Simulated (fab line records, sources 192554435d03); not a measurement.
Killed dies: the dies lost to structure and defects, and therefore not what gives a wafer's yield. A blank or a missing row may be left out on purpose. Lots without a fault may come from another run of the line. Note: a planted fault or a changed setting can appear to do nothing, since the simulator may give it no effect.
The tool behind it: which one?	flow n5_finfet	Sampling: 11 lots, 31 wafers, 2 of 1938 route steps

== WHAT EACH GAUGE READ, for each wafer ==
N5_PASSIVATION_INSPECT_64: inspects for defects (macro).
lot	measured	on	raw_defect_count
L433	day 12 20:25	defect_inspect-01	1 4 4
L436	day 12 20:58	defect_inspect-02	4 3 0
L437	day 13 10:11	defect_inspect-01	2 2 1
L439	day 13 20:05	defect_inspect-01	1 4 6
L442	day 14 10:47	defect_inspect-01	1 0 2
L444	day 15 07:47	defect_inspect-01	2 3
L449	day 16 08:49	defect_inspect-01	4 4 3
L450	day 16 15:45	defect_inspect-01	2 2 3
L451	day 16 22:20	defect_inspect-01	1 3
L455	day 18 00:41	defect_inspect-01	1 2 2
L454	day 18 01:26	defect_inspect-01	0 2 1

N5_PASSIVATION_CD_MEAS_44 targets a cd of 40000 nm.
lot	measured	on	cd_nm (nm)
L433	day 12 22:30	cd_sem-01	39993 39993 40002
L436	day 12 22:47	cd_sem-01	40002 40000 40000
L437	day 13 12:22	cd_sem-02	39997 40000 39996
L439	day 13 22:35	cd_sem-01	39997 39996 39998
L442	day 14 12:28	cd_sem-02	39994 39998 40000
L444	day 15 09:41	cd_sem-02	40003 40002
L449	day 16 10:43	cd_sem-03	40001 40002 40006
L450	day 16 17:58	cd_sem-02	40008 40009 40007
L451	day 17 00:08	cd_sem-02	39997 39994
L455	day 18 02:22	cd_sem-03	39997 39997 40006
L454	day 18 03:44	cd_sem-02	39999 40000 40000

== WHAT TOOL EACH LOT RAN ON (gives the tool, then ch and the chambers of the sampled wafers, and finally the start) ==
The record holds no process step before these readings.

== WHAT THE TOOLS THEMSELVES READ (means of the sampled wafers that have a number; where no wafer has one, the mark that the record gives instead) ==
The record holds no such reading with a usual standard deviation.

== THE ANSWER, worked out from the rows above alone ==
Rule: the lots themselves supply what counts as usual. The widest of any qualifying gaps counts: lots, ordered by their means at a reading, are off when they make up no more than a third of the lots, leave a main group of 4 or more, and stand apart from it by 3 or more times the standard deviation of that group's means. Not used: any main group whose means are identical at the precision the tables above print for the reading. A lot without any number at a reading at which 4 lots or more have one is off too. All remaining lots with rows at the step are treated as sound. After the gauges, taken in route order, come the tools' own readings; for these a lot's mean is taken, as printed above. At the first step where some lot is off, the reading lying furthest off is the one used; lots without a number count as furthest.
None of the lots is off at any reading shown; this tells nothing.

== WHAT WAS PUT IN BY THE SIMULATOR ==
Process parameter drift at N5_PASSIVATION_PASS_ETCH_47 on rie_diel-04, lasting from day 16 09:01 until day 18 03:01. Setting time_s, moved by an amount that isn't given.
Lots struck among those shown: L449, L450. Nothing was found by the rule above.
